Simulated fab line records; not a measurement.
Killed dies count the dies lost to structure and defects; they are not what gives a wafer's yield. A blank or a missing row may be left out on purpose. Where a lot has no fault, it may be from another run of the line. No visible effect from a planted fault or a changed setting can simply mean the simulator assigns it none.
Which tool is to blame?	flow n5_finfet	10 lots, 29 wafers sampled, at 4 steps of a route of 1938

== WHAT THE GAUGES SHOWED, per wafer ==
N5_BEOL_M9_CD_MEAS_28 targets a cd of 70 nm.
lot	measured	on	cd_nm (nm)
L453	day 11 10:08	cd_sem-02	69.8 70.1 69.9
L455	day 11 13:54	cd_sem-01	69.6 70.0 69.3
L457	day 11 23:23	cd_sem-01	70.1 70.4 69.9
L458	day 12 21:46	cd_sem-02	70.0 69.7 70.3
L460	day 13 03:50	cd_sem-02	69.4 69.8 70.1
L463	day 13 21:41	cd_sem-02	69.9 69.9 69.5
L461	day 13 21:52	cd_sem-01	69.4 69.7 69.7
L466	day 14 20:03	cd_sem-01	69.9 70.0 70.0
L467	day 15 04:41	cd_sem-01	69.5 69.2 69.6
L470	day 15 22:56	cd_sem-01	69.7 69.4

N5_BEOL_M9_OVL_MEAS_29.
lot	measured	on	V8_OVL (nm)
L453	day 11 10:29	overlay-02	-1.3 -1.5 -1.4
L455	day 11 13:56	overlay-02	0.8 0.3 0.4
L457	day 11 23:25	overlay-02	0.8 0.9 -0.6
L458	day 12 21:50	overlay-02	0.8 0.3 1.8
L460	day 13 03:52	overlay-02	0.7 -0.8 -0.3
L463	day 13 21:43	overlay-02	-0.2 1.0 0.0
L461	day 13 21:53	overlay-02	4.3 5.0 4.6
L466	day 14 20:05	overlay-02	3.7 4.0 4.0
L467	day 15 04:43	overlay-02	0.4 0.3 0.9
L470	day 15 22:58	overlay-02	-1.0 0.2

== TOOL THAT RAN EACH LOT (tool first, then ch and the chambers of the sampled wafers, then the start) ==
lot	N5_BEOL_M9_ETCH_62	N5_BEOL_M9_EXPOSE_25
L453	rie_diel-01 ch 0,1,2, day 11 08:14	euv_scanner-02 ch 0, day 11 10:00
L455	rie_diel-01 ch 0,1, day 11 12:01	euv_scanner-02 ch 0, day 11 13:46
L457	rie_diel-01 ch 0,1,3, day 11 20:42	euv_scanner-01 ch 0, day 11 23:16
L458	rie_diel-04 ch 1,3, day 12 20:15	euv_scanner-02 ch 0, day 12 21:38
L460	rie_diel-01 ch 0,1,2, day 13 02:08	euv_scanner-02 ch 0, day 13 03:43
L463	rie_diel-03 ch 0,1,2, day 13 18:26	euv_scanner-01 ch 0, day 13 21:34
L461	rie_diel-03 ch 1,2, day 13 19:27	euv_scanner-02 ch 0, day 13 21:44
L466	rie_diel-04 ch 0,1,3, day 14 18:46	euv_scanner-02 ch 0, day 14 19:55
L467	rie_diel-04 ch 0,1,3, day 15 03:44	euv_scanner-01 ch 0, day 15 04:34
L470	rie_diel-04 ch 0,3, day 15 17:33	euv_scanner-01 ch 0, day 15 22:49
- N5_BEOL_M9_ETCH_62: etches SOC in N2/H2, target depth 110 nm, overetch 22 nm, time 165 s.
- N5_BEOL_M9_EXPOSE_25: exposes mask V8.

== AS READ BY THE TOOLS THEMSELVES (means over the sampled wafers that have a number; for cases with no such wafer, the mark the record gives instead) ==
N5_BEOL_M9_ETCH_62.
lot	tool	chamber_pressure_mTorr (mTorr)	drypump_motor_current_A (A)	n2_flow_sccm (sccm)	oes_product_au (a.u.)	rf_vpp_V (V)	showerhead_plenum_p_Torr (Torr)	throttle_valve_pct (%)
L453	rie_diel-01	29.983	5.3	199.7	0.71	523.1	2.52	17.81
L455	rie_diel-01	30.013	5.3	199.6	0.72	524.8	2.60	17.85
L457	rie_diel-01	29.985	5.4	199.8	0.71	525.1	2.56	17.72
L458	rie_diel-04	29.981	6.2	199.7	0.62	523.1	2.54	18.10
L460	rie_diel-01	29.984	5.3	200.3	0.69	522.5	2.51	17.85
L463	rie_diel-03	29.999	5.2	200.0	0.68	524.6	2.58	17.80
L461	rie_diel-03	29.982	5.4	200.3	0.62	523.5	2.53	18.04
L466	rie_diel-04	29.993	5.8	199.9	0.65	524.4	2.54	18.01
L467	rie_diel-04	29.992	5.8	199.6	0.65	524.5	2.54	18.03
L470	rie_diel-04	29.989	5.8	199.4	0.66	523.6	2.55	18.12

== THE ANSWER, worked out from the rows above alone ==
Rule: the lots themselves supply what counts as usual. The widest of any qualifying gaps counts: lots, ordered by their means at a reading, are off when they make up no more than a third of the lots, leave a main group of 4 or more, and stand apart from it by 3 or more times the standard deviation of that group's means. A main group whose means are all the same, to the digits that the tables above print for the reading, isn't used. A lot without any number at a reading at which 4 lots or more have one is off too. All remaining lots with rows at the step are treated as sound. After the gauges, taken in route order, come the tools' own readings; for these a lot's mean is taken, as printed above. The first step at which some lot is off is used, and at that step the reading that is off furthest; a lot without a number counts as furthest.
Off: at N5_BEOL_M9_OVL_MEAS_29 (V8_OVL), L461, L466. For the main group the mean is 0.1 nm and the standard deviation 0.68.
If a tool, at a process step before that reading, ran all the lots that are off and no sound lot after the first of them, it fits. The gauges at N5_BEOL_M9_OVL_MEAS_29 are tried like those tools. One fits: N5_BEOL_M9_EXPOSE_25 on euv_scanner-02. A fault onset in the window from L460 (day 13 03:43, its last sound lot) to L461 (day 13 21:44, its first lot off) fits.

== WHAT THE SIMULATOR HAD PUT IN ==
Scanner matching overlay: euv_scanner-02, from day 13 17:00 on, at N5_BEOL_M9_EXPOSE_25. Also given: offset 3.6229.
Lots struck among those shown: L461, L466. The same result came from the rule above.
